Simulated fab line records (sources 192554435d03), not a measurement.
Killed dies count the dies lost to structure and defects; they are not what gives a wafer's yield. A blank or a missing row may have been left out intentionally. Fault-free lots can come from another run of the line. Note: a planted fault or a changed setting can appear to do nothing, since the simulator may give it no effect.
A lot that was struck, set against a sound lot / flow n5 finfet / 43 steps out of a route of 1938
Sound: the wafers L687.1, L687.5, L687.6. Struck: wafers L694.1, L694.3, L694.5. The cause is given at the end.
For every step that has rows: the tool of each side, followed by ch and its chambers, followed by its first start. Under that, the readings that differ: sound wafers / struck wafers / difference of the means / sigmas: that difference in standard deviations of wafers without a fault.
alike: readings whose means differ by less than 2 such deviations, and words and numbers that are the same on both sides. not compared: withheld readings, readings that some wafer has no value for, bounds like >300 that may hide the same value, and numbers for which the record gives no deviation and whose values overlap.
Wherever a step has rows on one side only, a row that says differs or no value, or a row with sigmas, the two part there. Numbers that don't overlap but have no deviation are shown without sigmas and don't part them. Lack of a reading on every wafer of one side parts them only where that side has two or more wafers.

first, 1 step without rows for these wafers: N5_MOL_CONTACT_COAG_SRD_128 (dry time 32 s).
N5_MOL_CONTACT_COAG_CMP_52: polishes, stops on SiO2, t overpolish 1.5 s, target thk 66.5 nm.
  sound on cmp-01 ch 1,2, day 8 02:14; struck on cmp-01 ch 1,3, day 9 17:09
  alike: motor current A, overpolish run s, time to endpoint s
N5_MOL_CONTACT_COAG_THK_MEAS_53:
  sound on film metro-01, day 8 02:29; struck on film metro-01, day 9 17:26
  alike: VIA_MOL_THK
then, 1 step without rows for these wafers: N5_MOL_CONTACT_COAG_ANNEAL_112 (time 1800 s).
N5_MOL_CONTACT_COAG_INSPECT_97: inspects for defects (darkfield).
  sound on defect inspect-01, day 8 05:32; struck on defect inspect-01, day 9 23:21
  alike: raw defect count
then, 5 steps without rows for these wafers: N5_BEOL_M0_SAQP_PECVD_00 (deposits SiCN from 3MS/NH3, target thk 8 nm, time 14 s); N5_BEOL_M0_SAQP_ILD_DEP_01 (deposits SiOC from DEMS/O2, target thk 45.419 nm, time 8.7 s); N5_BEOL_M0_SAQP_HM_DEP_02 (deposits TiN, target thk 12 nm); N5_BEOL_M0_SAQP_PECVD_03 (deposits SiCN from 3MS/NH3, target thk 12 nm, time 21.1 s); N5_BEOL_M0_SAQP_PECVD_96 (deposits a-Si from SiH4/He, target thk 45 nm, time 45.2 s).
N5_BEOL_M0_SAQP_PECVD_97: deposits SiNx from SiH4/NH3/N2, target thk 23 nm, time 19.9 s.
  sound on pecvd-02 ch 1,2, day 8 10:23; struck on pecvd-01 ch 1,2, day 10 00:56
reading=chamber pressure Torr (Torr); sound=1.502 1.499 1.500; struck=1.492 1.495 1.493; difference=-0.007; sigmas=-2
reading=heater power outer w (W); sound=235 234 307; struck=422 360 441; difference=+149; sigmas=+3
reading=heater power w (W); sound=436 441 522; struck=666 620 678; difference=+188; sigmas=+3
  alike: showerhead plenum p Torr, throttle valve pct
N5_BEOL_M0_SAQP_PECVD_04: deposits a-Si from SiH4/He, target thk 60 nm, time 60.2 s.
  sound on pecvd-02 ch 1,2, day 8 10:25; struck on pecvd-01 ch 1,2, day 10 00:58
  no value came back on the struck wafers for any of 5 readings (chamber pressure Torr (Torr), heater power outer w (W) and others); on the sound wafers chamber pressure Torr (Torr) reads 2.992 2.997 2.995
N5_BEOL_M0_SAQP_THK_MEAS_05:
  sound on film metro-02, day 8 10:31; struck on film metro-02, day 10 01:04
reading=thk nm (nm); sound=60.0 60.8 59.8; struck=23.0 23.2 23.2; difference=-37.1; sigmas=-46
N5_BEOL_M0_SAQP_HM_DEP_111: deposits SiO2 from SiH4/N2O, target thk 12 nm, time 7.2 s.
  sound on pecvd-04 ch 0,1,2, day 8 10:33; struck on pecvd-02 ch 0,2, day 10 01:07
  alike: heater power w, showerhead plenum p Torr
then, 8 steps without rows for these wafers: N5_BEOL_M0_SAQP_COAT_81 (time 60 s, resist thk 100 nm); N5_BEOL_M0_SAQP_COAT_82 (time 60 s, resist thk 30 nm); N5_BEOL_M0_SAQP_COAT_08 (resist thk 90 nm); N5_BEOL_M0_SAQP_EBR_10; N5_BEOL_M0_SAQP_SOFTBAKE_09 (time 60 s); N5_BEOL_M0_SAQP_EXPOSE_11 (exposes mask M0 CORE, target cd 42 nm); N5_BEOL_M0_SAQP_PEB_12 (peb time 60 s); N5_BEOL_M0_SAQP_DEVELOP_13 (develop time 30 s).
N5_BEOL_M0_SAQP_CD_MEAS_14: target cd 42.5 nm.
  sound on cd sem-03 ch 0, day 8 11:00; struck on cd sem-02 ch 0, day 10 01:26
  alike: cd nm
N5_BEOL_M0_SAQP_OVL_MEAS_15:
  sound on overlay-02 ch 0, day 8 11:02; struck on overlay-02 ch 0, day 10 01:28
  alike: M0_CORE_OVL
N5_BEOL_M0_SAQP_INSPECT_16: inspects for defects (brightfield).
  sound on defect inspect-02, day 8 11:03; struck on defect inspect-01, day 10 01:29
  alike: raw defect count
N5_BEOL_M0_SAQP_DESCUM_19: chemistry O2, time 7.9 s.
  sound on rie diel-02 ch 0,3, day 8 11:05; struck on rie diel-01 ch 0,1, day 10 01:46
  alike: drypump motor current A, oes product au, rf vpp V, showerhead plenum p Torr, throttle valve pct
  not compared: rf hours counter h
then, 3 steps without rows for these wafers: N5_BEOL_M0_SAQP_ETCH_83 (etches SiARC in CF4, target depth 39 nm, time 65 s); N5_BEOL_M0_SAQP_ETCH_84 (etches SOC in N2/H2, target depth 100 nm, overetch 20 nm, time 150 s); N5_BEOL_M0_SAQP_STRIP_80 (strips in N2/H2).
N5_BEOL_M0_SAQP_HM_OPEN_112: chemistry CHF3/O2, target SiO2, stops on a-Si, target depth 12 nm, time 13.5 s.
  sound on rie diel-02 ch 0,3, day 8 11:17; struck on rie diel-01 ch 0,1, day 10 01:57
reading=throttle valve pct (%); sound=18.48 18.78 18.48; struck=19.14 18.65 19.13; difference=+0.39; sigmas=+2
  alike: drypump motor current A, oes product au, rf vpp V, showerhead plenum p Torr
  not compared: rf hours counter h
then, 1 step without rows for these wafers: N5_BEOL_M0_SAQP_STRIP_113 (strips in CHF3/O2).
N5_BEOL_M0_SAQP_MANDREL_ETCH_20: etches a-Si in HBr/Cl2, stops on SiNx, target depth 60 nm, bt time 10 s, time 30 s.
  sound on rie si-03 ch 0,3, day 8 11:23; struck on rie si-01 ch 0,1,2, day 10 02:02
reading=oes product au (a.u.); sound=0.782 0.775 0.777; struck=0.333 0.311 0.324; difference=-0.455; sigmas=-35
reading=throttle valve pct (%); sound=35.52 35.28 35.54; struck=36.60 36.28 36.48; difference=+1.01; sigmas=+5
reading=model.etch.depth nm (nm); sound=60.02 60.66 59.71; struck=0 0 0; difference=-60; sigmas=
  alike: drypump motor current A
  not compared: rf hours counter h
then, 6 steps without rows for these wafers: N5_BEOL_M0_SAQP_STRIP_86 (strips in N2/H2); N5_BEOL_M0_SAQP_STRIP_115 (strips in post etch residue remover, time 60 s); N5_BEOL_M0_SAQP_SRD_93 (time 30 s); N5_BEOL_M0_SAQP_RECESS_114 (chemistry HF/NH3, target SiO2, target depth 14.4 nm, afs cycles 3, sublimation time 60 s); N5_BEOL_M0_SAQP_SPACER1_ALD_98 (deposits SiO2, target thk 12.8 nm, pulse time 1 s, purge time 2 s); N5_BEOL_M0_SAQP_SPACER1_ETCHBACK_99 (etches SiO2 in CHF3/O2, target depth 15.4 nm, time 7.7 s).
N5_BEOL_M0_SAQP_MANDREL1_REMOVE_100: chemistry HBr/Cl2/O2, target a-Si, stops on SiNx, bt time 10 s.
  sound on rie si-04 ch 0,1, day 8 13:22; struck on rie si-01 ch 0,1,2, day 10 04:38
reading=model.BEOL_M0_SAQP.cd nm (nm); sound=12.8 13 13; struck=42.2 42 42; difference=+29.1; sigmas=
  alike: drypump motor current A, oes product au, throttle valve pct
  not compared: rf hours counter h
N5_BEOL_M0_SAQP_CD_MEAS_25: target cd 13.1 nm.
  sound on cd sem-01 ch 0, day 8 13:28; struck on cd sem-01 ch 0, day 10 04:44
reading=cd nm (nm); sound=13.09 13.45 13.32; struck=- - -; difference=no value on the struck wafers; sigmas=
then, 1 step without rows for these wafers: N5_BEOL_M0_SAQP_ETCH_101 (etches SiNx in CH3F/O2, target depth 29.9 nm, time 42.7 s).
N5_BEOL_M0_SAQP_MANDREL2_REMOVE_110: chemistry HBr/Cl2/O2, target a-Si, stops on SiCN, bt time 10 s.
  sound on rie si-04 ch 0,3, day 8 15:19; struck on rie si-03 ch 0,3, day 10 06:23
reading=model.BEOL_M0_SAQP.cd nm (nm); sound=15 15.2 15; struck=42.6 42.4 42.2; difference=+27.3; sigmas=
  alike: drypump motor current A, oes product au, throttle valve pct
  not compared: rf hours counter h
N5_BEOL_M4_RC_MEAS_101:
  the record has rows for the sound wafers here (prober-02 ch 0, day 11 06:46) and none for the struck ones

== WHERE THEY PART ==
At N5_BEOL_M0_SAQP_PECVD_97 first; at N5_BEOL_M4_RC_MEAS_101 last (within this record only).

WHY: whatever the simulator had introduced
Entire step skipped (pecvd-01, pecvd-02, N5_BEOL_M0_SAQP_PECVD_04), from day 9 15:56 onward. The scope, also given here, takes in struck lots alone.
